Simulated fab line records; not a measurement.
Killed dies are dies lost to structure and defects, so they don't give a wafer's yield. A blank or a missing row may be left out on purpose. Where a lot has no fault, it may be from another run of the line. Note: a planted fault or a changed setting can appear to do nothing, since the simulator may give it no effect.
Matching of chambers | flow nand-harc | NHARC_A_BLC_ETCH_18 on rie-diel-10: 4 sister chambers
The step etches the open film in C4F8/O2/Ar, target depth 910 nm. 16 wafers are shown with their chamber, then 8 later ones without.

## WAFERS PAIRED WITH THEIR CHAMBERS
wafer  | chamber | rf-vpp-V (V) | oes-product-au (a.u.)
L388.2 | 1       | 971          | 0.984
L388.3 | 0       | 989          | 0.969
L388.4 | 3       | 981          | 0.962
L391.1 | 0       | 987          | 0.984
L391.2 | 2       | 976          | 0.953
L391.4 | 1       | 973          | 0.978
L390.1 | 1       | 970          | 0.924
L390.2 | 3       | 982          | 0.917
L390.6 | 2       | 974          | 0.917
L393.1 | 0       | 987          | 0.970
L393.4 | 1       | 972          | 0.957
L393.5 | 3       | 981          | 0.968
L397.2 | 2       | 975          | 0.987
L397.4 | 1       | 972          | 0.963
L397.6 | 3       | 982          | 0.982
L400.3 | 2       | 974          | 0.950

SIGNATURES (means of the wafers above)
reading        | chamber 0 | chamber 1 | chamber 2 | chamber 3 | scatter within a chamber
rf-vpp-V       | 987.67    | 971.60    | 974.75    | 981.50    | 0.984
oes-product-au | 0.97433   | 0.96120   | 0.95175   | 0.95725   | 0.0244
Rule: for a wafer and a chamber, the distance is found by dividing, reading by reading, the gap between the wafer's reading and the chamber's mean by the reading's scatter, squaring, summing and taking the root. If the next closest chamber is less than 2 further off than the closest, the wafer can't be placed; otherwise it belongs to the closest. How the scatter is found: for the shown wafers, subtract from each reading the mean of its chamber, square and add these, divide the total by (wafers less chambers), then take the root.

## WAFERS WITH NO CHAMBER GIVEN
wafer  | rf-vpp-V (V) | oes-product-au (a.u.)
L400.4 | 981          | 0.948
L400.6 | 971          | 0.978
L399.4 | 973          | 0.939
L399.5 | 987          | 0.951
L399.6 | 981          | 0.950
L408.2 | 988          | 0.949
L408.4 | 982          | 0.945
L408.6 | 971          | 0.934

## WHICH CHAMBER EACH WENT THROUGH
wafer  | from the rows above     | in truth
L400.4 | 3                       | 3
L400.6 | 1                       | 1
L399.4 | can't be placed: 1 or 2 | 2
L399.5 | 0                       | 0
L399.6 | 3                       | 3
L408.2 | 0                       | 0
L408.4 | 3                       | 3
L408.6 | 1                       | 1
Placed correctly: 7 of 8. Cannot be placed on the basis of these rows: 1; the candidates contain the true chamber in 1. Placed wrongly: 0.
